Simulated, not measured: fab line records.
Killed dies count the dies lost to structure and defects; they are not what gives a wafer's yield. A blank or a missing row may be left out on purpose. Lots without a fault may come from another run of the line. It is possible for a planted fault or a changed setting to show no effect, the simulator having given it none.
Split-lot study || flow n5Finfet || 21 wafers read across 7 lots, on a route 1938 steps long

## THE SPLIT ITSELF
At N5_MOL_CONTACT_COAG_CONTACT_ETCH_14 (etches SiO2 in C4F6/O2, target depth 27.5 nm, overetch 8.5 nm, time 20 s), the setting sourceW was moved away from the recipe's 370 W on 12 of the 21 wafers read, by -11.2% to +15.5%. All remaining wafers had this setting at the recipe value.

The reading comes from the split's own step.

## THE READING
rfVppV, in V, at N5_MOL_CONTACT_COAG_CONTACT_ETCH_14 (etches SiO2 in C4F6/O2, target depth 27.5 nm, overetch 8.5 nm, time 20 s). A value of 691.6 V with a standard deviation of 2.8 V is what fault-free wafers of this fab line usually give.

{"wafer": "L075.1", "tool, chamber at the split": "rieDiel-02, 3", "sourceW as run, W": 328.6, "against the recipe": "-11.2%", "rfVppV, V": 708.2, "against lot-mates on the recipe": "+12.8"}
{"wafer": "L075.3", "tool, chamber at the split": "rieDiel-02, 1", "sourceW as run, W": 328.6, "against the recipe": "-11.2%", "rfVppV, V": 717.7, "against lot-mates on the recipe": "+22.3"}
{"wafer": "L075.4", "tool, chamber at the split": "rieDiel-02, 0", "sourceW as run, W": 370, "against the recipe": "recipe", "rfVppV, V": 695.4, "against lot-mates on the recipe": "-"}
{"wafer": "L079.1", "tool, chamber at the split": "rieDiel-02, 0", "sourceW as run, W": 351.6, "against the recipe": "-5.0%", "rfVppV, V": 715.1, "against lot-mates on the recipe": "no lot-mate on the recipe"}
{"wafer": "L079.2", "tool, chamber at the split": "rieDiel-02, 2", "sourceW as run, W": 351.6, "against the recipe": "-5.0%", "rfVppV, V": 703.4, "against lot-mates on the recipe": "no lot-mate on the recipe"}
{"wafer": "L079.5", "tool, chamber at the split": "rieDiel-02, 1", "sourceW as run, W": 351.6, "against the recipe": "-5.0%", "rfVppV, V": 700.6, "against lot-mates on the recipe": "no lot-mate on the recipe"}
{"wafer": "L082.1", "tool, chamber at the split": "rieDiel-02, 3", "sourceW as run, W": 370, "against the recipe": "recipe", "rfVppV, V": 688.1, "against lot-mates on the recipe": "-"}
{"wafer": "L082.3", "tool, chamber at the split": "rieDiel-02, 2", "sourceW as run, W": 427.4, "against the recipe": "+15.5%", "rfVppV, V": 663.1, "against lot-mates on the recipe": -25.0}
{"wafer": "L082.5", "tool, chamber at the split": "rieDiel-02, 1", "sourceW as run, W": 427.4, "against the recipe": "+15.5%", "rfVppV, V": 661.4, "against lot-mates on the recipe": -26.7}
{"wafer": "L083.1", "tool, chamber at the split": "rieDiel-02, 3", "sourceW as run, W": 370, "against the recipe": "recipe", "rfVppV, V": 686.3, "against lot-mates on the recipe": "-"}
{"wafer": "L083.2", "tool, chamber at the split": "rieDiel-02, 1", "sourceW as run, W": 387.3, "against the recipe": "+4.7%", "rfVppV, V": 679.7, "against lot-mates on the recipe": -6.6}
{"wafer": "L083.4", "tool, chamber at the split": "rieDiel-02, 1", "sourceW as run, W": 387.3, "against the recipe": "+4.7%", "rfVppV, V": 681.5, "against lot-mates on the recipe": -4.8}
{"wafer": "L087.1", "tool, chamber at the split": "rieDiel-02, 2", "sourceW as run, W": 370, "against the recipe": "recipe", "rfVppV, V": 690.5, "against lot-mates on the recipe": "-"}
{"wafer": "L087.4", "tool, chamber at the split": "rieDiel-02, 2", "sourceW as run, W": 370, "against the recipe": "recipe", "rfVppV, V": 689.1, "against lot-mates on the recipe": "-"}
{"wafer": "L087.6", "tool, chamber at the split": "rieDiel-02, 0", "sourceW as run, W": 335.2, "against the recipe": "-9.4%", "rfVppV, V": 724.7, "against lot-mates on the recipe": "+34.9"}
{"wafer": "L096.1", "tool, chamber at the split": "rieDiel-03, 2", "sourceW as run, W": 370, "against the recipe": "recipe", "rfVppV, V": 689.5, "against lot-mates on the recipe": "-"}
{"wafer": "L096.5", "tool, chamber at the split": "rieDiel-03, 3", "sourceW as run, W": 345.2, "against the recipe": "-6.7%", "rfVppV, V": 708.4, "against lot-mates on the recipe": "+18.9"}
{"wafer": "L096.6", "tool, chamber at the split": "rieDiel-03, 0", "sourceW as run, W": 345.2, "against the recipe": "-6.7%", "rfVppV, V": 708.5, "against lot-mates on the recipe": "+19.0"}
{"wafer": "L097.1", "tool, chamber at the split": "rieDiel-03, 2", "sourceW as run, W": 370, "against the recipe": "recipe", "rfVppV, V": 688.7, "against lot-mates on the recipe": "-"}
{"wafer": "L097.5", "tool, chamber at the split": "rieDiel-03, 1", "sourceW as run, W": 370, "against the recipe": "recipe", "rfVppV, V": 691.8, "against lot-mates on the recipe": "-"}
{"wafer": "L097.6", "tool, chamber at the split": "rieDiel-03, 0", "sourceW as run, W": 370, "against the recipe": "recipe", "rfVppV, V": 689.4, "against lot-mates on the recipe": "-"}

THE FIT
A straight line over all 21 wafers: rfVppV changes by -2.17 V for each +1% of sourceW; r = -0.95; the points scatter about the line by 5.2 V.
The same after taking each lot's own level away (the mean of its wafers on the recipe; 18 wafers): -1.91 V for each +1%; r = -0.94; scatter 5.2 V.
Per that fit: largest sourceW move, reading shift of 30 V.
The lots' own levels span 686.30 to 695.40 V, that is 3.3 times the standard deviation above.
Hence the slope depends on the lot-to-lot level, as the two fits are not the same.
Check: -28.9 V against its lot-mates is what the line predicts for one of the wafers moved furthest among these (+15.5%) when that wafer is left out of the fit. Against them it came out at -25 V.
Tool readings at the split's step, against how far the setting was moved: rfVppV r = -0.95.

## ADDITIONAL SPLITS CARRIED BY THESE WAFERS
Before the reading, these wafers also passed through other splits. Each is held against what the fit with the lots' levels taken away leaves over:
{"other split on the same wafers": "N5_GATE_CUT_COAT_07 spinRpm", "wafers away from the commonest value": 8, "r with rfVppV (lot level and that fit taken away)": "+0.41"}

## THE FILE'S OWN FIT
rfVppV changes by -2.07 V for each +1% of sourceW, r = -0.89.
